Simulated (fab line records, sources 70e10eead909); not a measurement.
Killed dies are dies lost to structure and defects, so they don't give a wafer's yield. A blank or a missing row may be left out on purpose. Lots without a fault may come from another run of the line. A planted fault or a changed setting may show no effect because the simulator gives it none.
Which tool did it? | flow nand_harc | 6 lots, 18 wafers sampled, at 5 steps of a route of 1302

WHAT THE GAUGES READ, wafer by wafer
NHARC_END_SORT_01.
lot  | measured     | on        | killed_at_array
L514 | day 27 18:27 | prober-02 | 80 68 672
L524 | day 32 20:26 | prober-01 | 110
L527 | day 33 06:11 | prober-02 | 39 46
L529 | day 33 14:00 | prober-02 | 51 47 51

WHICH TOOL RAN EACH LOT (tool, then ch and the chambers of the sampled wafers, then the start)
lot  | NHARC_A_CHANNEL_HOLE_D1_DEP_01  | NHARC_THIN_TSV_ANNEAL_52         | NHARC_THIN_TSV_DEGAS_53      | NHARC_THIN_TSV_ETCH_59
L507 | pecvd-02 ch 0,2, day 8 18:48    | rtp_anneal-01 ch 0, day 25 07:54 | pvd_sputter-02, day 25 08:40 | rie_metal-02 ch 0,1, day 25 09:58
L511 | pecvd-04 ch 0,1,2, day 10 04:38 | rtp_anneal-02 ch 0, day 26 12:04 | pvd_sputter-01, day 26 12:48 | rie_metal-02 ch 0,1, day 26 14:14
L514 | pecvd-03 ch 0,1,2, day 11 16:20 | rtp_anneal-02 ch 0, day 27 04:07 | pvd_sputter-03, day 27 04:46 | rie_metal-03 ch 1, day 27 06:16
L524 | pecvd-03 ch 1,2, day 15 19:54   | rtp_anneal-01 ch 0, day 32 06:46 | pvd_sputter-03, day 32 07:35 | rie_metal-03 ch 0,1, day 32 09:07
L527 | pecvd-03 ch 0,1, day 17 06:41   | rtp_anneal-02 ch 0, day 32 19:09 | pvd_sputter-02, day 32 19:59 | rie_metal-01 ch 0,1, day 32 21:28
L529 | pecvd-02 ch 0,1,2, day 17 15:54 | rtp_anneal-02 ch 0, day 33 01:38 | pvd_sputter-03, day 33 02:26 | rie_metal-01 ch 0,1, day 33 03:45
- NHARC_A_CHANNEL_HOLE_D1_DEP_01: deposits SiON, target thk 140 nm.
- NHARC_THIN_TSV_ANNEAL_52: time 90 s.
- NHARC_THIN_TSV_DEGAS_53: time 60 s.
- NHARC_THIN_TSV_ETCH_59: etches the open film in Cl2/BCl3, target depth 880 nm, time 138.1 s.

THE ANSWER, worked out from the rows above alone
Rule: what is usual is taken from the lots themselves. Put in order of their means at a reading, lots are off if they are a third of the lots or fewer, leave a main group of 4 or more, and stand apart from it by a gap of 3 or more times the standard deviation of the main group's means; of several such gaps the widest counts. A main group whose means are all the same, to the digits that the tables above print for the reading, isn't used. A lot without any number at a reading at which 4 lots or more have one is off too. The other lots that the step has rows for count as sound.
No lot is off at any reading shown: from this, nothing can be told.

WHAT THE SIMULATOR HAD PUT IN
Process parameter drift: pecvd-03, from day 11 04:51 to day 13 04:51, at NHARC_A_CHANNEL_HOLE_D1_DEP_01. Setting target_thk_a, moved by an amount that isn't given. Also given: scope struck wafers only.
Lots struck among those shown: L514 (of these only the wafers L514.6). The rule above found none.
